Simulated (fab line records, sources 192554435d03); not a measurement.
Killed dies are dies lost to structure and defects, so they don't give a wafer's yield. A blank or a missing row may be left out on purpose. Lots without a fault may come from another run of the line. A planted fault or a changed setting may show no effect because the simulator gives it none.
Split-lot experiment | flow n5_finfet | 7 lots, 39 wafers read, on a route of 1938 steps

THE SPLIT
At N5_BEOL_M11_CVD_75 (deposits Co from CCTBA/H2, target thk 2 nm, time 138.9 s), the setting target_thk_a was moved away from the recipe's 20 angstrom on 6 of the 39 wafers read, by -33.0% to +32.9%. The other wafers ran this setting at the recipe's value.

The reading is taken at the split's own step.

THE READING
Co_of_BEOL_M11_CVD_75.thk_nm (the simulator's own value, which no gauge read), in nm, at N5_BEOL_M11_CVD_75 (deposits Co from CCTBA/H2, target thk 2 nm, time 138.9 s). The file gives no usual value for it. The 33 wafers here that ran the recipe average 2.1 nm, standard deviation 0.12 nm.

wafer  | tool, chamber at the split | target_thk_a as run, angstrom | against the recipe | Co_of_BEOL_M11_CVD_75.thk_nm, nm | against lot-mates on the recipe
L076.1 | cvd_co-01, 1,2,2,1         | 20                            | recipe             | 2.2                              | -
L076.3 | cvd_co-01, 1,2,2,1         | 20                            | recipe             | 2.2                              | -
L076.5 | cvd_co-01, 1,2,2,1         | 20                            | recipe             | 2.2                              | -
L076.6 | cvd_co-01, 1,2,2,1         | 20                            | recipe             | 2.2                              | -
L076.2 | cvd_co-01, 0               | 20                            | recipe             | 2                                | -
L076.4 | cvd_co-01, 0               | 20                            | recipe             | 1.8                              | -
L083.1 | cvd_co-01, 1,0,2,1,2,0     | 20                            | recipe             | 2                                | -
L083.2 | cvd_co-01, 1,0,2,1,2,0     | 20                            | recipe             | 2                                | -
L083.3 | cvd_co-01, 1,0,2,1,2,0     | 20                            | recipe             | 2                                | -
L083.4 | cvd_co-01, 1,0,2,1,2,0     | 20                            | recipe             | 2                                | -
L083.5 | cvd_co-01, 1,0,2,1,2,0     | 20                            | recipe             | 2                                | -
L083.6 | cvd_co-01, 1,0,2,1,2,0     | 20                            | recipe             | 2                                | -
L084.1 | cvd_co-01, 0,1,0,2         | 20                            | recipe             | 2                                | -
L084.3 | cvd_co-01, 0,1,0,2         | 20                            | recipe             | 2                                | -
L084.4 | cvd_co-01, 0,1,0,2         | 20                            | recipe             | 2                                | -
L084.6 | cvd_co-01, 0,1,0,2         | 20                            | recipe             | 2                                | -
L084.2 | cvd_co-01, 2,1             | 20                            | recipe             | 2.2                              | -
L084.5 | cvd_co-01, 2,1             | 20                            | recipe             | 2.2                              | -
L089.1 | cvd_co-02, 0,1             | 20                            | recipe             | 2                                | -
L089.2 | cvd_co-02, 0,1             | 20                            | recipe             | 2                                | -
L089.6 | cvd_co-02, 1               | 20                            | recipe             | 2.2                              | -
L092.1 | cvd_co-02, 0               | 20                            | recipe             | 2.4                              | -
L092.2 | cvd_co-02, 2,1,1,0         | 20                            | recipe             | 2.2                              | -
L092.3 | cvd_co-02, 2,1,1,0         | 20                            | recipe             | 2.2                              | -
L092.5 | cvd_co-02, 2,1,1,0         | 20                            | recipe             | 2.2                              | -
L092.6 | cvd_co-02, 2,1,1,0         | 20                            | recipe             | 2.2                              | -
L092.4 | cvd_co-02, 2               | 20                            | recipe             | 2                                | -
L093.1 | cvd_co-01, 0,2             | 20                            | recipe             | 2.2                              | -
L093.2 | cvd_co-01, 0,2             | 20                            | recipe             | 2.2                              | -
L093.3 | cvd_co-01, 2,0             | 26.57                         | +32.9%             | 2.8                              | +0.7
L093.5 | cvd_co-01, 2,0             | 26.57                         | +32.9%             | 2.8                              | +0.7
L093.4 | cvd_co-01, 0               | 20                            | recipe             | 2                                | -
L093.6 | cvd_co-01, 2               | 26.57                         | +32.9%             | 3                                | +0.9
L094.1 | cvd_co-02, 1               | 20                            | recipe             | 2.2                              | -
L094.2 | cvd_co-02, 0,2             | 20                            | recipe             | 2                                | -
L094.5 | cvd_co-02, 0,2             | 20                            | recipe             | 2                                | -
L094.3 | cvd_co-02, 2,0,1           | 13.41                         | -33.0%             | 1.4                              | -0.7
L094.4 | cvd_co-02, 2,0,1           | 13.41                         | -33.0%             | 1.4                              | -0.7
L094.6 | cvd_co-02, 2,0,1           | 13.41                         | -33.0%             | 1.4                              | -0.7
Where a row lists several chambers, the file gives one row for several wafers and doesn't say which wafer went through which chamber.

THE FIT
A straight line over all 39 wafers: Co_of_BEOL_M11_CVD_75.thk_nm changes by +0.0223 nm for each +1% of target_thk_a; r = +0.93; the points scatter about the line by 0.12 nm.
The same after taking each lot's own level away (the mean of its wafers on the recipe; 39 wafers): +0.0213 nm for each +1%; r = +0.94; scatter 0.1 nm.
On that fit, the largest move of target_thk_a shifts the reading by 0.7 nm.
The lots' own levels span 2.00 to 2.20 nm, that is 1.6 times the standard deviation above.
So the lot-to-lot level changes the slope little: the two slopes agree.
Check: with one of the wafers moved furthest among these (-33.0%) left out of the fit, the line predicts -0.703 nm for it against its lot-mates. It came out at -0.667 nm against them.

OTHER SPLITS ON THESE WAFERS
These wafers also went through other splits before the reading. Each is held against what the fit with the lots' levels taken away leaves over:
other split on the same wafers    | wafers away from the commonest value | r with Co_of_BEOL_M11_CVD_75.thk_nm (lot level and that fit taken away)
N5_BEOL_M0_SAQP_ALD_48 ald_cycles | 12                                   | -0.08
N5_BEOL_M7_DESCUM_33 time_s       | 12                                   | +0.00
N5_BEOL_M9_HM_DEP_02 target_thk_a | 18                                   | +0.07

THE FILE'S OWN FIT
Co_of_BEOL_M11_CVD_75.thk_nm changes by +0.0213 nm for each +1% of target_thk_a, r = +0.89.
